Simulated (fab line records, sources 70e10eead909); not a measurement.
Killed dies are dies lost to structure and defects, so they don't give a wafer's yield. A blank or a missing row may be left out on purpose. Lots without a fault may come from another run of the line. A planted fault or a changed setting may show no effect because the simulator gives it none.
A struck lot beside a sound one | flow nand_harc | 15 steps out of a route of 1302
Sound: wafers L425.1, L425.2, L425.4. Struck: wafer L417.5. (L417.2, L417.4 of the same lot were not struck and are left out.) The cause comes at the end.
At each step with rows: each side's tool, then ch and its chambers, then its first start. Under that, the readings that differ: sound wafers | struck wafers | difference of the means | sigmas: that difference in standard deviations of wafers without a fault.
alike: readings whose means differ by less than 2 such deviations, and words and numbers that are the same on both sides. not compared: withheld readings, readings that some wafer has no value for, bounds like >300 that may hide the same value, and numbers for which the record gives no deviation and whose values overlap.
The two part at a step that has a row with sigmas, a row that says differs or no value, or rows on one side only. Numbers that don't overlap but have no deviation are shown without sigmas and don't part them. A reading that every wafer of one side lacks parts them only if that side has two wafers or more.

first, 7 steps without rows for these wafers: NHARC_A_SGD_CUT_COAT_57 (time 65 s); NHARC_A_SGD_CUT_COAT_03 (resist thk 90 nm); NHARC_A_SGD_CUT_SOFTBAKE_04 (time 55 s); NHARC_A_SGD_CUT_EBR_05; NHARC_A_SGD_CUT_EXPOSE_06 (exposes mask SGD); NHARC_A_SGD_CUT_PEB_07 (peb time 65 s); NHARC_A_SGD_CUT_DEVELOP_08 (develop time 35 s).
NHARC_A_SGD_CUT_CD_MEAS_09: target cd 100 nm.
  sound on cd_sem-03 ch 0, day 26 21:24; struck on cd_sem-01 ch 0, day 23 20:32
  alike: cd_nm
NHARC_A_SGD_CUT_OVL_MEAS_10:
  sound on overlay-01, day 26 21:29; struck on overlay-02, day 23 20:37
  alike: overlay_x_nm, overlay_y_nm
NHARC_A_SGD_CUT_INSPECT_11:
  sound on defect_inspect-01, day 26 21:32; struck on defect_inspect-02, day 23 20:40
  alike: raw_defect_count
NHARC_A_SGD_CUT_DESCUM_14: chemistry O2, time 3 s.
  sound on rie_diel-05 ch 0,1,2, day 26 21:35; struck on rie_diel-01 ch 2, day 23 20:44
  alike: drypump_motor_current_A, oes_product_au, rf_vpp_V, showerhead_plenum_p_Torr, throttle_valve_pct
  not compared: rf_hours_counter_h
NHARC_A_SGD_CUT_ETCH_58: etches the open film in CF4, target depth 39 nm, time 65 s.
  sound on rie_diel-05 ch 0,1,3, day 26 21:41; struck on rie_diel-01 ch 0, day 23 20:50
  alike: drypump_motor_current_A, oes_product_au, rf_vpp_V, showerhead_plenum_p_Torr, throttle_valve_pct
  not compared: rf_hours_counter_h
NHARC_A_SGD_CUT_ETCH_59: etches the open film in N2/H2, target depth 260 nm, time 406.25 s.
  sound on rie_diel-05 ch 0,1,3, day 26 21:46; struck on rie_diel-01 ch 0, day 23 20:58
  reading               | sound             | struck | difference | sigmas
  oes_product_au (a.u.) | 1.001 0.979 1.001 | 0.844  | -0.150     | -15
  alike: drypump_motor_current_A, h2_flow_sccm, rf_vpp_V, showerhead_plenum_p_Torr, throttle_valve_pct
  not compared: rf_hours_counter_h
NHARC_A_SGD_CUT_ETCH_15: etches the open film in CH3F/O2, target depth 75 nm, time 64.3 s.
  sound on rie_diel-05 ch 0,2,3; struck on rie_diel-01 ch 3
  alike: drypump_motor_current_A, oes_product_au, rf_vpp_V, showerhead_plenum_p_Torr, throttle_valve_pct
  not compared: rf_hours_counter_h
-- the record jumps here: 6 days lie between the struck wafers' starts before and after (it left off in module A_SGD_CUT and takes up again in module END, whose first step shown is number 1302 of the route) --
NHARC_END_SORT_01:
  the record has rows for the struck wafers here (prober-01 ch 0, day 29 10:37) and none for the sound ones

WHERE THEY PART
First at NHARC_A_SGD_CUT_ETCH_59; last, within this record, at NHARC_END_SORT_01.

WHY: what the simulator had put in
Process parameter drift: rie_diel-01, from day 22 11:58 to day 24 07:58, at NHARC_A_SGD_CUT_ETCH_59. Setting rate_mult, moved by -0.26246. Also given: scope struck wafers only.
